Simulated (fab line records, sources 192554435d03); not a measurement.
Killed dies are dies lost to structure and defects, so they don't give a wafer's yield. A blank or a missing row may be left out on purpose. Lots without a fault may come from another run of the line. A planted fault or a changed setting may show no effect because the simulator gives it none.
Which tool did it? | flow n5_finfet | 21 lots, 63 wafers sampled, at 2 steps of a route of 1938

WHAT THE GAUGES READ, wafer by wafer
N5_FIN_CUT_OVL_MEAS_09. Usual: FIN_CUT_OVL 0.1 nm, standard deviation 0.7.
lot  | measured    | on         | FIN_CUT_OVL (nm) | flag
L074 | day 2 03:20 | overlay-01 | 1.5 0.9 0.1      |
L075 | day 2 08:21 | overlay-02 | 0.9 -0.7 -0.5    |
L077 | day 2 21:03 | overlay-02 | 1.0 0.0 1.2      |
L078 | day 3 02:28 | overlay-02 | 0.9 0.8 0.5      |
L079 | day 3 11:13 | overlay-01 | -0.3 -0.1 0.1    |
L081 | day 3 21:41 | overlay-01 | 0.8 -0.2 0.5     |
L082 | day 4 03:24 | overlay-02 | -0.8 -1.1 -1.0   |
L083 | day 4 09:43 | overlay-01 | 0.8 -0.1 0.3     |
L084 | day 4 15:16 | overlay-01 | 1.5 0.7 1.1      |
L085 | day 4 23:50 | overlay-02 | 1.3 1.3 -1.1     |
L086 | day 5 04:56 | overlay-02 | 0.0 0.1 -0.2     |
L087 | day 5 11:24 | overlay-01 | -0.6 -0.7 -0.3   |
L089 | day 5 21:13 | overlay-02 | 0.1 -0.5 0.9     |
L090 | day 6 02:49 | overlay-01 | -1.0 -1.0 0.2    |
L091 | day 6 09:29 | overlay-01 | 0.4 0.6 -0.2     |
L092 | day 6 15:35 | overlay-01 | -0.5 0.1 -0.2    |
L093 | day 6 22:20 | overlay-01 | -0.3 -0.5 0.1    |
L094 | day 7 03:49 | overlay-02 | -0.4 0.0 0.3     |
L095 | day 7 08:22 | overlay-02 | 0.0 0.8 1.0      |
L096 | day 7 14:44 | overlay-01 | 1.0 1.3 1.9      |
L097 | day 7 21:11 | overlay-02 | -0.7 -0.7 -1.0   |

WHICH TOOL RAN EACH LOT (tool, then ch and the chambers of the sampled wafers, then the start)
lot  | N5_FIN_SAQP_ETCH_65
L074 | rie_si-06 ch 0,2,3, day 2 00:14
L075 | rie_si-03 ch 1,2, day 2 05:47
L077 | rie_si-03 ch 0,3, day 2 18:02
L078 | rie_si-06 ch 0,1, day 3 00:02
L079 | rie_si-06 ch 0,1,3, day 3 07:01
L081 | rie_si-03 ch 0,1,2, day 3 19:10
L082 | rie_si-03 ch 1,2,3, day 4 00:53
L083 | rie_si-03 ch 0,1,2, day 4 07:17
L084 | rie_si-06 ch 0,1,2, day 4 12:47
L085 | rie_si-03 ch 0,1,3, day 4 21:19
L086 | rie_si-03 ch 0,1,2, day 5 01:13
L087 | rie_si-03 ch 2,3, day 5 08:58
L089 | rie_si-01 ch 0,1, day 5 18:55
L090 | rie_si-06 ch 0,2, day 6 00:13
L091 | rie_si-01 ch 1,2,3, day 6 07:01
L092 | rie_si-01 ch 0,1,3, day 6 12:55
L093 | rie_si-01 ch 0,1, day 6 19:41
L094 | rie_si-01 ch 1,2,3, day 7 01:17
L095 | rie_si-06 ch 0,1, day 7 05:58
L096 | rie_si-01 ch 0,3, day 7 11:58
L097 | rie_si-06 ch 0,1, day 7 18:52
- N5_FIN_SAQP_ETCH_65: etches SiO2 in CF4, target depth 4 nm, time 4.4 s.

WHAT THE TOOLS THEMSELVES READ (means of the sampled wafers that have a number; where no wafer has one, the mark that the record gives instead)
N5_FIN_SAQP_ETCH_65. Usual: drypump_motor_current_A 5.5 A, standard deviation 0.36; he_backside_leak_sccm 2.8 sccm, standard deviation 0.42; oes_product_au 1.007 a.u., standard deviation 0.016; throttle_valve_pct 21.74 %, standard deviation 0.26.
lot  | tool      | drypump_motor_current_A (A) | he_backside_leak_sccm (sccm) | oes_product_au (a.u.) | throttle_valve_pct (%) | flag
L074 | rie_si-06 | 5.7                         | 2.6                          | 1.011                 | 21.93                  |
L075 | rie_si-03 | 5.6                         | 2.5                          | 1.007                 | 21.79                  |
L077 | rie_si-03 | 5.3                         | 3.2                          | 1.006                 | 21.75                  |
L078 | rie_si-06 | 5.2                         | 2.7                          | 0.999                 | 21.55                  |
L079 | rie_si-06 | 5.5                         | 2.7                          | 1.016                 | 21.85                  |
L081 | rie_si-03 | 5.6                         | 2.8                          | 0.998                 | 21.70                  |
L082 | rie_si-03 | 5.5                         | 2.7                          | 0.997                 | 21.84                  |
L083 | rie_si-03 | 5.6                         | 2.8                          | 1.007                 | 21.70                  |
L084 | rie_si-06 | 5.3                         | 2.6                          | 1.005                 | 21.65                  |
L085 | rie_si-03 | 5.3                         | 3.7                          | 1.006                 | 21.85                  |
L086 | rie_si-03 | 5.6                         | 2.8                          | 1.001                 | 21.70                  |
L087 | rie_si-03 | 5.6                         | 2.8                          | 1.005                 | 21.77                  |
L089 | rie_si-01 | 5.8                         | 2.7                          | 0.992                 | 21.38                  |
L090 | rie_si-06 | 5.5                         | 2.7                          | 1.021                 | 21.75                  |
L091 | rie_si-01 | 5.3                         | 2.7                          | 1.003                 | 21.65                  |
L092 | rie_si-01 | 5.5                         | 2.8                          | 1.001                 | 21.59                  |
L093 | rie_si-01 | 5.5                         | 2.7                          | 0.984                 | 21.39                  |
L094 | rie_si-01 | 5.3                         | 2.8                          | 1.016                 | 21.64                  |
L095 | rie_si-06 | 5.1                         | 2.8                          | 1.001                 | 21.69                  |
L096 | rie_si-01 | 5.8                         | 2.8                          | 1.010                 | 21.59                  |
L097 | rie_si-06 | 5.1                         | 2.7                          | 0.998                 | 21.56                  |

THE ANSWER, worked out from the rows above alone
Rule: a lot is off if the mean of its wafers that have a number lies more than 3 standard deviations from the usual mean. A lot without any number at a reading at which 4 lots or more have one is off too. The other lots that the step has rows for count as sound. The gauges are gone through in route order, then the tools' own readings, and for those a lot's mean is taken as printed above. The first step at which some lot is off is used, and at that step the reading that is off furthest; a lot without a number counts as furthest.
No lot is off at any reading shown: from this, nothing can be told.

WHAT THE SIMULATOR HAD PUT IN
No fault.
